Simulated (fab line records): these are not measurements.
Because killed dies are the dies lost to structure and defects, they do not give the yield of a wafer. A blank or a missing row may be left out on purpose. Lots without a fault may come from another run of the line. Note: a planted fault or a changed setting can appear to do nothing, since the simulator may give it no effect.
The tool behind it: which one? ; flow n5Finfet ; 72 wafers from 24 lots sampled at 5 of the route's 1938 steps

WHAT EACH GAUGE READ, for each wafer
N5_BEOL_M3_INSPECT_59: inspects for defects (darkfield). Usual: rawDefectCount at 72, with a standard deviation of 23.
lot;measured;on;rawDefectCount;flag
L074;day 7 09:01;defectInspect-01;74 73 62;
L075;day 7 12:31;defectInspect-02;60 47 69;
L076;day 7 17:44;defectInspect-02;119 134 96;
L077;day 8 00:46;defectInspect-02;54 84 117;
L078;day 8 05:07;defectInspect-01;73 72 84;
L079;day 8 10:55;defectInspect-01;87 102 116;
L080;day 8 23:33;defectInspect-01;86 64 64;
L081;day 9 03:09;defectInspect-02;62 45 89;
L082;day 9 22:59;defectInspect-02;144 68 93;
L083;day 10 02:55;defectInspect-01;50 62 55;
L084;day 10 05:07;defectInspect-02;52 58 56;
L085;day 10 18:13;defectInspect-01;105 70 66;
L086;day 11 04:10;defectInspect-01;36 71 53;
L087;day 11 05:29;defectInspect-02;42 103 109;
L088;day 11 11:44;defectInspect-02;77 57 74;
L089;day 11 14:25;defectInspect-01;62 87 60;
L090;day 11 16:25;defectInspect-01;51 64 33;
L092;day 12 01:31;defectInspect-01;83 44 62;
L091;day 12 06:51;defectInspect-01;74 40 39;
L093;day 12 13:28;defectInspect-02;53 78 67;
L094;day 12 15:17;defectInspect-01;68 73 58;
L095;day 12 19:46;defectInspect-01;77 80 74;
L097;day 14 00:59;defectInspect-01;53 52 51;
L096;day 13 22:02;defectInspect-02;87 50 92;

TOOL THAT RAN EACH LOT (tool first, then ch and the chambers of the sampled wafers, then the start)
lot;N5_BEOL_M3_HM_DEP_02;N5_BEOL_M3_ANNEAL_80;N5_BEOL_M3_SPUTTER_90;N5_BEOL_M3_CMP_52
L074;pvdSputter-02, day 6 22:28;pvdSputter-02, day 7 06:20;pvdSputter-02, day 7 07:08;cmp-03 ch 0,2,3, day 7 08:20
L075;pvdSputter-01, day 7 03:17;pvdSputter-01, day 7 09:58;pvdSputter-01, day 7 10:46;cmp-03 ch 0,2,3, day 7 12:00
L076;pvdSputter-03, day 7 07:57;pvdSputter-02, day 7 15:13;pvdSputter-02, day 7 16:01;cmp-03 ch 0,2,3, day 7 17:10
L077;pvdSputter-02, day 7 13:10;pvdSputter-03, day 7 22:00;pvdSputter-03, day 7 22:48;cmp-01 ch 0,1,2, day 8 00:02
L078;pvdSputter-01, day 7 19:29;pvdSputter-02, day 8 02:20;pvdSputter-02, day 8 03:08;cmp-03 ch 0,1,2, day 8 04:19
L079;pvdSputter-01, day 8 01:40;pvdSputter-03, day 8 08:16;pvdSputter-03, day 8 09:04;cmp-01 ch 0,1,2, day 8 10:22
L080;pvdSputter-01, day 8 10:11;pvdSputter-03, day 8 20:59;pvdSputter-03, day 8 21:47;cmp-03 ch 0,2,3, day 8 22:56
L081;pvdSputter-01, day 8 19:55;pvdSputter-02, day 9 00:33;pvdSputter-02, day 9 01:21;cmp-03 ch 1,2,3, day 9 02:33
L082;pvdSputter-02, day 8 23:20;pvdSputter-03, day 9 20:26;pvdSputter-03, day 9 21:14;cmp-01 ch 0,1,3, day 9 22:27
L083;pvdSputter-02, day 9 07:13;pvdSputter-02, day 9 23:14;pvdSputter-02, day 10 01:05;cmp-02 ch 2,3, day 10 02:22
L084;pvdSputter-03, day 9 13:13;pvdSputter-03, day 10 01:28;pvdSputter-03, day 10 02:16;cmp-02 ch 0,1,3, day 10 04:34
L085;pvdSputter-02, day 10 07:11;pvdSputter-03, day 10 15:38;pvdSputter-03, day 10 16:26;cmp-03 ch 0,1, day 10 17:35
L086;pvdSputter-02, day 10 08:24;pvdSputter-01, day 11 01:34;pvdSputter-01, day 11 02:22;cmp-01 ch 0,3, day 11 03:35
L087;pvdSputter-02, day 10 14:07;pvdSputter-02, day 11 02:58;pvdSputter-02, day 11 03:46;cmp-03 ch 0,1,2, day 11 04:59
L088;pvdSputter-03, day 10 17:31;pvdSputter-01, day 11 08:35;pvdSputter-01, day 11 09:23;cmp-02 ch 1,2,3, day 11 11:05
L089;pvdSputter-03, day 11 04:52;pvdSputter-02, day 11 11:53;pvdSputter-02, day 11 12:41;cmp-03 ch 0,1,3, day 11 13:54
L090;pvdSputter-01, day 11 07:57;pvdSputter-01, day 11 13:52;pvdSputter-01, day 11 14:40;cmp-02 ch 1,2,3, day 11 15:50
L092;pvdSputter-03, day 11 15:12;pvdSputter-01, day 11 22:56;pvdSputter-01, day 11 23:44;cmp-01 ch 0,1, day 12 00:54
L091;pvdSputter-03, day 11 15:58;pvdSputter-01, day 12 04:18;pvdSputter-01, day 12 05:06;cmp-01 ch 0,2,3, day 12 06:19
L093;pvdSputter-02, day 11 21:23;pvdSputter-03, day 12 10:55;pvdSputter-03, day 12 11:43;cmp-03 ch 0,1, day 12 12:55
L094;pvdSputter-02, day 12 02:39;pvdSputter-03, day 12 12:46;pvdSputter-03, day 12 13:34;cmp-01 ch 0,1,3, day 12 14:45
L095;pvdSputter-02, day 12 07:20;pvdSputter-02, day 12 17:14;pvdSputter-02, day 12 18:02;cmp-01 ch 0,2,3, day 12 19:16
L097;pvdSputter-01, day 13 01:04;pvdSputter-03, day 13 22:28;pvdSputter-03, day 13 23:16;cmp-01 ch 1,2,3, day 14 00:32
L096;pvdSputter-03, day 13 02:54;pvdSputter-03, day 13 19:29;pvdSputter-03, day 13 20:17;cmp-03 ch 0,2,3, day 13 21:34
- N5_BEOL_M3_HM_DEP_02: deposits TiN, target thk 20 nm.
- N5_BEOL_M3_ANNEAL_80: time 240 s.
- N5_BEOL_M3_SPUTTER_90: material Cu, target thk 4.5 nm, time 8.29 s.
- N5_BEOL_M3_CMP_52: polishes, stops on SiOC, t overpolish 6.8 s, target thk 40 nm.

WHAT THE TOOLS THEMSELVES READ (means of the sampled wafers that have a number; where no wafer has one, the mark that the record gives instead)
N5_BEOL_M3_HM_DEP_02. Usual: susceptorTempC 24.98 C, standard deviation 0.11; throttleValvePct 29.5 %, standard deviation 1.
lot;tool;susceptorTempC (C);throttleValvePct (%);flag
L074;pvdSputter-02;25.05;29.3;
L075;pvdSputter-01;25.06;29.5;
L076;pvdSputter-03;25.00;30.6;
L077;pvdSputter-02;24.99;28.7;
L078;pvdSputter-01;25.02;29.7;
L079;pvdSputter-01;24.96;29.9;
L080;pvdSputter-01;24.99;29.6;
L081;pvdSputter-01;24.93;28.9;
L082;pvdSputter-02;25.01;28.8;
L083;pvdSputter-02;25.01;29.6;
L084;pvdSputter-03;24.99;30.4;
L085;pvdSputter-02;24.96;29.2;
L086;pvdSputter-02;25.11;29.6;
L087;pvdSputter-02;24.89;29.0;
L088;pvdSputter-03;25.10;31.2;
L089;pvdSputter-03;24.95;30.4;
L090;pvdSputter-01;24.97;29.2;
L092;pvdSputter-03;24.99;30.4;
L091;pvdSputter-03;24.90;30.5;
L093;pvdSputter-02;25.05;28.9;
L094;pvdSputter-02;25.02;29.5;
L095;pvdSputter-02;24.85;28.6;
L097;pvdSputter-01;24.91;29.7;
L096;pvdSputter-03;24.87;29.6;

N5_BEOL_M3_ANNEAL_80. Usual: heaterPowerW 846 W, standard deviation 94; susceptorTempC 399.98 C, standard deviation 0.22.
lot;tool;heaterPowerW (W);susceptorTempC (C);flag
L074;pvdSputter-02;857;400.02;
L075;pvdSputter-01;872;400.07;
L076;pvdSputter-02;832;399.79;
L077;pvdSputter-03;952;400.04;
L078;pvdSputter-02;878;399.94;
L079;pvdSputter-03;854;400.04;
L080;pvdSputter-03;939;399.92;
L081;pvdSputter-02;851;399.95;
L082;pvdSputter-03;944;400.16;
L083;pvdSputter-02;814;399.89;
L084;pvdSputter-03;887;399.96;
L085;pvdSputter-03;838;400.01;
L086;pvdSputter-01;817;399.88;
L087;pvdSputter-02;868;400.03;
L088;pvdSputter-01;805;400.29;
L089;pvdSputter-02;825;399.97;
L090;pvdSputter-01;817;400.09;
L092;pvdSputter-01;753;399.87;
L091;pvdSputter-01;804;399.73;
L093;pvdSputter-03;836;399.85;
L094;pvdSputter-03;944;399.89;
L095;pvdSputter-02;862;400.00;
L097;pvdSputter-03;849;399.74;
L096;pvdSputter-03;861;399.76;

N5_BEOL_M3_SPUTTER_90. Usual: susceptorTempC -19.98 C, standard deviation 0.12; throttleValvePct 29.7 %, standard deviation 0.96.
lot;tool;susceptorTempC (C);throttleValvePct (%);flag
L074;pvdSputter-02;-19.93;29.2;
L075;pvdSputter-01;-20.03;29.8;
L076;pvdSputter-02;-20.10;29.6;
L077;pvdSputter-03;-19.89;30.3;
L078;pvdSputter-02;-20.03;28.7;
L079;pvdSputter-03;-19.99;29.6;
L080;pvdSputter-03;-19.93;30.3;
L081;pvdSputter-02;-20.00;29.8;
L082;pvdSputter-03;-20.05;30.4;
L083;pvdSputter-02;-19.94;29.5;
L084;pvdSputter-03;-20.00;30.4;
L085;pvdSputter-03;-20.02;29.5;
L086;pvdSputter-01;-20.05;30.1;
L087;pvdSputter-02;-19.91;29.1;
L088;pvdSputter-01;-19.99;29.5;
L089;pvdSputter-02;-20.17;29.6;
L090;pvdSputter-01;-19.96;29.3;
L092;pvdSputter-01;-19.94;29.5;
L091;pvdSputter-01;-19.97;29.5;
L093;pvdSputter-03;-19.95;29.6;
L094;pvdSputter-03;-19.93;30.2;
L095;pvdSputter-02;-20.00;29.4;
L097;pvdSputter-03;-20.00;29.7;
L096;pvdSputter-03;-20.07;30.4;

N5_BEOL_M3_CMP_52. Usual: barrierFieldEndpointS 24.5 s, standard deviation 0.51; clearingPlatenRpm 49.999 rpm, standard deviation 0.025; motorCurrentA 6.2 A, standard deviation 0.5; overpolishRunS 6.801 s, standard deviation 0.009; timeToEndpointS 61.5 s, standard deviation 2.3.
lot;tool;barrierFieldEndpointS (s);clearingPlatenRpm (rpm);motorCurrentA (A);overpolishRunS (s);timeToEndpointS (s);flag
L074;cmp-03;24.2;50.024;6.2;6.799;63.0;
L075;cmp-03;23.9;49.974;6.1;6.806;59.2;
L076;cmp-03;24.4;50.005;6.0;6.804;61.7;
L077;cmp-01;25.1;49.983;6.4;6.802;62.4;
L078;cmp-03;24.6;50.024;6.2;6.805;62.8;
L079;cmp-01;25.0;49.989;6.4;6.797;62.2;
L080;cmp-03;24.0;50.001;6.0;6.808;59.4;
L081;cmp-03;24.6;50.011;6.5;6.797;63.3;
L082;cmp-01;23.8;50.010;6.3;6.796;61.5;
L083;cmp-02;24.1;49.992;5.6;6.803;57.2;
L084;cmp-02;23.8;49.978;6.3;6.802;57.5;
L085;cmp-03;25.0;49.982;6.7;6.807;63.5;
L086;cmp-01;24.3;49.984;6.3;6.800;61.0;
L087;cmp-03;24.5;50.006;6.1;6.799;59.9;
L088;cmp-02;24.8;50.003;5.9;6.804;60.2;
L089;cmp-03;24.5;50.010;6.3;6.799;60.8;
L090;cmp-02;23.9;50.018;6.1;6.801;61.8;
L092;cmp-01;24.5;49.983;6.5;6.795;63.7;
L091;cmp-01;24.9;49.967;6.4;6.789;62.1;
L093;cmp-03;24.1;49.982;6.1;6.803;59.5;
L094;cmp-01;24.8;49.995;6.1;6.807;62.4;
L095;cmp-01;24.9;50.032;6.4;6.795;64.7;
L097;cmp-01;24.2;49.993;6.2;6.809;62.3;
L096;cmp-03;24.5;49.980;6.0;6.801;62.7;

THE ANSWER, worked out from the rows above alone
Rule: lot off if the mean of its wafers having a number is beyond 3 standard deviations from the usual mean. Also off: a lot with no number at a reading for which 4 or more lots have one. Any other lot the step has rows for is counted as sound. After the gauges, taken in route order, come the tools' own readings; for these a lot's mean is taken, as printed above. At the first step where some lot is off, the reading lying furthest off is the one used; lots without a number count as furthest.
No lot is off on any of the readings shown, so nothing can be concluded from this.

WHAT HAD BEEN PUT IN BY THE SIMULATOR
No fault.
